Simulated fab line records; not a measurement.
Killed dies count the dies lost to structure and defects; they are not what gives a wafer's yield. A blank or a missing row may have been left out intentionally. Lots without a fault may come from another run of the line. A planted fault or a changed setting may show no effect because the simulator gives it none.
A struck lot beside a sound one / flow n5_finfet / 20 steps out of a route of 1938
Sound: these wafers, L266.1, L266.2, L266.5. The struck wafers were L280.1, L280.2, L280.6. The cause is given at the end.
Per side, at each step with rows, come the tool, then ch with its chambers, and then its first start. Under that, the readings that differ: sound wafers / struck wafers / difference of the means / sigmas: that difference in standard deviations of wafers without a fault.
alike: same words and numbers on both sides, and readings whose means sit less than 2 such deviations apart. not compared: any withheld reading, any reading some wafer has no value for, any bound like >300 that may hide the same value, and any number with overlapping values for which the record gives no deviation.
Wherever a step has rows on one side only, a row that says differs or no value, or a row with sigmas, the two part there. Numbers that don't overlap but have no deviation are shown without sigmas and don't part them. A reading that every wafer of one side lacks parts them only if that side has two wafers or more.

N5_BEOL_M13_CMP_49: polishes, stops on SiOC, t overpolish 17.1 s, target thk 420 nm.
  sound on cmp-01 ch 1,2,3, day 11 19:41; struck on cmp-04 ch 0,2, day 16 05:56
  alike: barrier_field_endpoint_s, motor_current_A, overpolish_run_s
  not compared: pad_life_wafers
N5_BEOL_M13_THK_MEAS_50: measures by xrf.
  sound on film_metro-02, day 11 19:56; struck on film_metro-01, day 16 06:14
reading=M13_THK (nm); sound=411 418 406; struck=424 429 431; difference=+16; sigmas=+2
then, 1 step without rows for these wafers: N5_BEOL_M13_PRE_CLEAN_52 (time 15 s).
N5_BEOL_M13_DEP_53: deposits SiCN from 3MS/NH3, target thk 50 nm, time 17.8 s.
  sound on pecvd-02 ch 0,2, day 11 20:00; struck on pecvd-04 ch 1,2, day 16 06:18
  alike: rf_fwd_power_W, showerhead_plenum_p_Torr, throttle_valve_pct
N5_BEOL_M13_RS_MEAS_54: measurement is done with a four-point probe.
  sound on film_metro-01, day 11 20:04; struck on film_metro-02, day 16 06:22
  alike: M13_RS
N5_BEOL_M13_INSPECT_55: inspects for defects (darkfield).
  sound on defect_inspect-02, day 11 20:05; struck on defect_inspect-02, day 16 06:23
  alike: raw_defect_count
N5_BEOL_M14_ILD_DEP_00: deposits SiO2 from TEOS/O2, target thk 1119.3 nm, time 237.4 s.
  sound on pecvd-02 ch 0,2, day 11 20:08; struck on pecvd-03 ch 0,1, day 16 06:26
  alike: heater_power_w, rf_fwd_power_W, showerhead_plenum_p_Torr, throttle_valve_pct
N5_BEOL_M14_THK_MEAS_01:
  sound on film_metro-02, day 11 20:19; struck on film_metro-02, day 16 06:37
  alike: M14_ILD_THK
then, 4 steps without rows for these wafers: N5_BEOL_M14_COAT_58 (time 60 s, resist thk 89 nm); N5_BEOL_M14_COAT_04 (resist thk 800 nm); N5_BEOL_M14_EBR_06; N5_BEOL_M14_SOFTBAKE_05 (time 60 s).
N5_BEOL_M14_EXPOSE_07: exposes mask V13.
  sound on krf_scanner-01 ch 0, day 11 20:34; struck on krf_scanner-01 ch 0, day 16 06:53
reading=model.BEOL_M14.overlay_x_nm (nm); sound=4 4 4; struck=24.4 24.4 24.4; difference=+20.4; sigmas=
  alike: mask
then, 3 steps without rows for these wafers: N5_BEOL_M14_PEB_08 (peb time 90 s); N5_BEOL_M14_DEVELOP_09 (develop time 45 s); N5_BEOL_M14_HARDBAKE_14 (time 120 s).
N5_BEOL_M14_CD_MEAS_10: target cd 250 nm.
  sound on cd_sem-01 ch 0, day 11 20:45; struck on cd_sem-01 ch 0, day 16 07:03
  alike: cd_nm
N5_BEOL_M14_OVL_MEAS_11:
  sound on overlay-02 ch 0, day 11 20:47; struck on overlay-01 ch 0, day 16 07:05
reading=V13_OVL (nm); sound=-8 -1 -1; struck=19 17 22; difference=+23; sigmas=+4
N5_BEOL_M14_INSPECT_12: inspects for defects (macro).
  sound on defect_inspect-02, day 11 20:48; struck on defect_inspect-02, day 16 07:07
  alike: raw_defect_count
N5_PASSIVATION_PROBE_49:
  sound on prober-01, day 12 22:58; struck on prober-02, day 17 14:32
  alike: defect_limited_yield, killed_at_M0_to_M3, killed_at_M4_up, killed_at_contacts, killed_at_front_end, killed_at_other, killed_dies, killed_open, killed_short, sort_bin_5_function, sort_bin_6_memory, sort_n_pass, sort_yield_pct

## WHERE THEY PART
Earliest at N5_BEOL_M13_THK_MEAS_50; latest, in this record, at N5_BEOL_M14_OVL_MEAS_11. Later steps at which nothing parts them and some readings are alike: N5_BEOL_M14_INSPECT_12, N5_PASSIVATION_PROBE_49.

WHY: what had been put in by the simulator
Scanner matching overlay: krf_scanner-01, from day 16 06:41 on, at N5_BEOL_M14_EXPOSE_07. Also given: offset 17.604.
